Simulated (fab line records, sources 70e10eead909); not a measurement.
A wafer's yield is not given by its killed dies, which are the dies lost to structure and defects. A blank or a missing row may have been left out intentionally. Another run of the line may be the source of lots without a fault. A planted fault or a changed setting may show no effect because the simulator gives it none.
Problem report in the 8D (eight disciplines) form, filled by code | flow nand_harc | the parts of the form that need people (team, actions taken, sign-off) are left out

1. WHAT IS WRONG
On 2 wafers of 1 lot, run_length_s at NHARC_A_CONTACT_ETCH_48 has a mean of 70.05 s; fault-free wafers read 86.34 s, standard deviation 0.29. Measured from the usual mean, that is -56 standard deviations.
The step: etches the open film in CF4, target depth 39 nm, time 65 s.
Earliest sighting: wafer L774.4 on rie_diel-08 at day 28 08:01. Wafers with a number at this step in the record: 39, from 13 lots. Rule for "out", or "out of limits": more than 4 standard deviations from the usual mean. The rest of the wafers with a number are treated as sound.

2. WHAT IT IS, AND WHAT IT ISN'T
question                    | is                | is not
which readings at this step | run_length_s      | drypump_motor_current_A, oes_product_au, rf_vpp_V, showerhead_plenum_p_Torr, throttle_valve_pct
which lots                  | L774              | L758, L760, L761, L762, L763, L764, L765, L766, L767, L768, L770, L771
which wafers of those lots  | L774.4, L774.6    | L774.3
read on which tools         | rie_diel-08       | rie_diel-01, rie_diel-09
when                        | from day 28 08:01 | up to then (37 sound wafers)

3. SUSPECTS, AND WHAT RULES EACH OUT
Counting: any tool at a process step up to the reading remains a suspect provided it ran every lot that is out. Sound lots after the first of them don't rule it out here, since some wafers of a struck lot are sound.
- cmp-02 at NHARC_A_WL_FILL_CMP_12 (polishes, t overpolish 30 s, target thk 100 nm): kept. It processed L774, the lot that is out, at day 28 01:40, and its most recent sound lot before then was L767 at day 24 18:05.
- rie_diel-08 at NHARC_A_CONTACT_DESCUM_47 (chemistry O2, time 3 s): kept. It processed L774, the lot that is out, at day 28 07:56, and its most recent sound lot before then was L771 at day 26 20:50.
- rie_diel-08 at NHARC_A_CONTACT_ETCH_48 (etches the open film in CF4, target depth 39 nm, time 65 s): kept. It processed L774, the lot that is out, at day 28 08:01, and its most recent sound lot before then was L771 at day 26 20:56. Its own run_length_s readings are out on those wafers.
- Within cmp-02 at NHARC_A_WL_FILL_CMP_12: the wafers that are out ran in chambers 0, 3; their sound lot-mates ran in chamber 1.
- Within rie_diel-08 at NHARC_A_CONTACT_DESCUM_47: the wafers that are out ran in chambers 0, 2; their sound lot-mates ran in chamber 3.
- At NHARC_A_CONTACT_ETCH_48 on rie_diel-08, chamber 3 took the sound wafers of the same lots and chamber 0 took the wafers that are out.
The count leaves cmp-02 at NHARC_A_WL_FILL_CMP_12, rie_diel-08 at NHARC_A_CONTACT_DESCUM_47, and rie_diel-08 at NHARC_A_CONTACT_ETCH_48.

4. THE CAUSE (what the simulator had put in)
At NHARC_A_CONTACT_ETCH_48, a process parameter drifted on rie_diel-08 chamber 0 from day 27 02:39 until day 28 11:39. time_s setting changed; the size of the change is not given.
Counting leaves 3 suspects; this tool is one of them.

5. THE CHAIN OF EFFECTS, in route order
Rows list readings where the struck wafers' mean (over those with a number) sits beyond 3 standard deviations from the usual. Only readings whose record carries a usual standard deviation are examined. hours: median over the lots of the time between each lot's start at the first step of this table that gives one and its start at this step. sigmas: the change, counted in usual standard deviations.
hours | step                    | reading      | usual   | on struck wafers | change | sigmas
0     | NHARC_A_CONTACT_ETCH_48 | run_length_s | 86.34 s | 70.05            | -16.29 | -56
Its process steps:
- NHARC_A_CONTACT_ETCH_48: etches the open film in CF4, target depth 39 nm, time 65 s.

6. HOW IT WOULD HAVE BEEN CAUGHT EARLIER
In this record the first reading out of limits was taken at day 28 08:01, 29 hours after the fault began at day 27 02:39.
